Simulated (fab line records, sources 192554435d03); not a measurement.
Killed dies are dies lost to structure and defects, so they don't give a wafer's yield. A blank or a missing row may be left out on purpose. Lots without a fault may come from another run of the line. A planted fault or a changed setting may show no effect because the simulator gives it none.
Split-lot experiment | flow n5_finfet | 7 lots, 39 wafers read, on a route of 1938 steps

THE SPLIT
At N5_MOL_CONTACT_COAG_ETCH_110 (etches Si in CF4/O2, target depth 2.5 nm, time 8 s), the setting bias_w was moved away from the recipe's 12 W on 18 of the 39 wafers read, by -18.0% to +19.2%. The other wafers ran this setting at the recipe's value.

The reading is taken at the split's own step.

THE READING
rf_vpp_V, in V, at N5_MOL_CONTACT_COAG_ETCH_110 (etches Si in CF4/O2, target depth 2.5 nm, time 8 s). Fault-free wafers of this fab line usually give 127.2 V, standard deviation 1.5 V.

wafer  | tool, chamber at the split | bias_w as run, W | against the recipe | rf_vpp_V, V | against lot-mates on the recipe
L076.2 | rie_diel-02, 1             | 12               | recipe             | 125.5       | -
L076.3 | rie_diel-02, 0             | 12               | recipe             | 126.0       | -
L076.5 | rie_diel-02, 3             | 12               | recipe             | 124.8       | -
L084.1 | rie_diel-05, 2             | 9.98             | -16.8%             | 109.6       | -16.0
L084.2 | rie_diel-05, 3             | 9.98             | -16.8%             | 107.6       | -18.0
L084.3 | rie_diel-05, 0             | 12               | recipe             | 126.3       | -
L084.4 | rie_diel-05, 1             | 9.98             | -16.8%             | 111.1       | -14.5
L084.5 | rie_diel-05, 2             | 12               | recipe             | 125.6       | -
L084.6 | rie_diel-05, 3             | 12               | recipe             | 124.8       | -
L083.1 | rie_diel-06, 3             | 14.3             | +19.2%             | 148.5       | +20.5
L083.2 | rie_diel-06, 1             | 12               | recipe             | 126.9       | -
L083.3 | rie_diel-06, 0             | 12               | recipe             | 129.4       | -
L083.4 | rie_diel-06, 0             | 14.3             | +19.2%             | 147.6       | +19.6
L083.5 | rie_diel-06, 1             | 14.3             | +19.2%             | 149.4       | +21.4
L083.6 | rie_diel-06, 3             | 12               | recipe             | 127.8       | -
L086.1 | rie_diel-06, 0             | 10.63            | -11.4%             | 116.9       | -10.8
L086.2 | rie_diel-06, 2             | 12               | recipe             | 127.4       | -
L086.3 | rie_diel-06, 1             | 12               | recipe             | 128.9       | -
L086.4 | rie_diel-06, 0             | 10.63            | -11.4%             | 117.5       | -10.2
L086.5 | rie_diel-06, 1             | 10.63            | -11.4%             | 116.4       | -11.3
L086.6 | rie_diel-06, 2             | 12               | recipe             | 126.9       | -
L092.1 | rie_diel-06, 0             | 12               | recipe             | 126.7       | -
L092.2 | rie_diel-06, 1             | 13.75            | +14.6%             | 143.3       | +15.5
L092.3 | rie_diel-06, 3             | 13.75            | +14.6%             | 141.9       | +14.1
L092.4 | rie_diel-06, 2             | 13.75            | +14.6%             | 142.2       | +14.4
L092.5 | rie_diel-06, 0             | 12               | recipe             | 127.8       | -
L092.6 | rie_diel-06, 1             | 12               | recipe             | 129.0       | -
L093.1 | rie_diel-02, 2             | 9.835            | -18.0%             | 110.0       | -16.3
L093.2 | rie_diel-02, 3             | 9.835            | -18.0%             | 108.0       | -18.3
L093.3 | rie_diel-02, 0             | 9.835            | -18.0%             | 106.5       | -19.8
L093.4 | rie_diel-02, 1             | 12               | recipe             | 127.8       | -
L093.5 | rie_diel-02, 1             | 12               | recipe             | 124.9       | -
L093.6 | rie_diel-02, 0             | 12               | recipe             | 126.3       | -
L097.1 | rie_diel-05, 0             | 12               | recipe             | 126.7       | -
L097.2 | rie_diel-05, 2             | 12               | recipe             | 126.9       | -
L097.3 | rie_diel-05, 1             | 11.29            | -5.9%              | 121.8       | -4.7
L097.4 | rie_diel-05, 3             | 12               | recipe             | 126.0       | -
L097.5 | rie_diel-05, 0             | 11.29            | -5.9%              | 120.6       | -5.9
L097.6 | rie_diel-05, 1             | 11.29            | -5.9%              | 122.2       | -4.3

THE FIT
A straight line over all 39 wafers: rf_vpp_V changes by +1.05 V for each +1% of bias_w; r = +0.99; the points scatter about the line by 1.4 V.
The same after taking each lot's own level away (the mean of its wafers on the recipe; 39 wafers): +1.01 V for each +1%; r = +1.00; scatter 1 V.
On that fit, the largest move of bias_w shifts the reading by 19 V.
The lots' own levels span 125.43 to 128.03 V, that is 1.7 times the standard deviation above.
So the lot-to-lot level changes the slope little: the two slopes agree.
Check: with one of the wafers moved furthest among these (+19.2%) left out of the fit, the line predicts +19.4 V for it against its lot-mates. It came out at +20.5 V against them.
Tool readings at the split's step, against how far the setting was moved: rf_vpp_V r = +0.99.

OTHER SPLITS ON THESE WAFERS
These wafers also went through other splits before the reading. Each is held against what the fit with the lots' levels taken away leaves over:
other split on the same wafers | wafers away from the commonest value | r with rf_vpp_V (lot level and that fit taken away)
N5_HKMG_FIN_ETCH_35 time_s     | 15                                   | -0.09

THE WHOLE CHAIN: every reading that the file lists as answering this split, in the file's order
step                         | what it does                                       | reading                                                        | change (the file's fit)                | r (the file's)
N5_MOL_CONTACT_COAG_ETCH_110 | etches Si in CF4/O2, target depth 2.5 nm, time 8 s | rf_vpp_V                                                       | +1 V for each +1% of the setting       | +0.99
N5_MOL_CONTACT_COAG_ETCH_110 | etches Si in CF4/O2, target depth 2.5 nm, time 8 s | etch.depth_nm (the simulator's own value, which no gauge read) | +0.0104 nm for each +1% of the setting | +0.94

THE FILE'S OWN FIT
rf_vpp_V changes by +1 V for each +1% of bias_w, r = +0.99.
